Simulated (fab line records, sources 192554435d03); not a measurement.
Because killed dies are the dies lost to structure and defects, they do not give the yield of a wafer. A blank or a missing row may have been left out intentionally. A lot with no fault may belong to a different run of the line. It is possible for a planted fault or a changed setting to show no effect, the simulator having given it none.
Matching of chambers ; flow n5 finfet ; N5_MOL_CONTACT_COAG_DESCUM_13 on rie diel-05: 4 sister chambers
The step chemistry O2, time 7 s. 8 wafers are shown with their chamber, then 9 later ones without.

== WAFERS PAIRED WITH THEIR CHAMBERS ==
wafer;chamber;drypump motor current A (A);showerhead plenum p Torr (Torr)
L077.4;2;5.8;2.08
L084.5;2;5.7;2.07
L087.3;1;6.2;2.07
L087.5;0;5.6;2.05
L087.6;3;5.5;2.23
L088.1;1;6.2;2.07
L088.2;0;5.6;2.05
L088.3;3;5.5;2.23

== WAFERS WITH NO CHAMBER GIVEN ==
wafer;drypump motor current A (A);showerhead plenum p Torr (Torr)
L089.1;5.6;2.05
L089.3;5.5;2.24
L089.6;5.6;2.05
L090.2;5.5;2.23
L090.3;6.2;2.07
L090.6;6.2;2.07
L092.1;5.7;2.07
L092.3;6.2;2.07
L092.6;5.7;2.07

== CHAMBER TAKEN BY EACH ==
wafer;from the rows above;in truth
L089.1;0;0
L089.3;3;3
L089.6;0;0
L090.2;3;3
L090.3;1;1
L090.6;1;1
L092.1;2;2
L092.3;1;1
L092.6;2;2
Correctly placed: 9 of 9. Not placeable from these rows: 0. Wrongly placed: 0.
How it was worked out, from the rows above alone: a wafer's distance from a chamber is the root of the sum, over the readings, of the square of ((its reading less the chamber's mean) divided by the reading's scatter). The wafer belongs to the nearest chamber; if the next one is less than 2 further off, it can't be placed. For every chamber, the mean is computed from those of its wafers that are shown. The scatter is the square root of a quotient: the sum, over the shown wafers, of each reading's squared deviation from its chamber's mean, divided by wafers minus chambers.
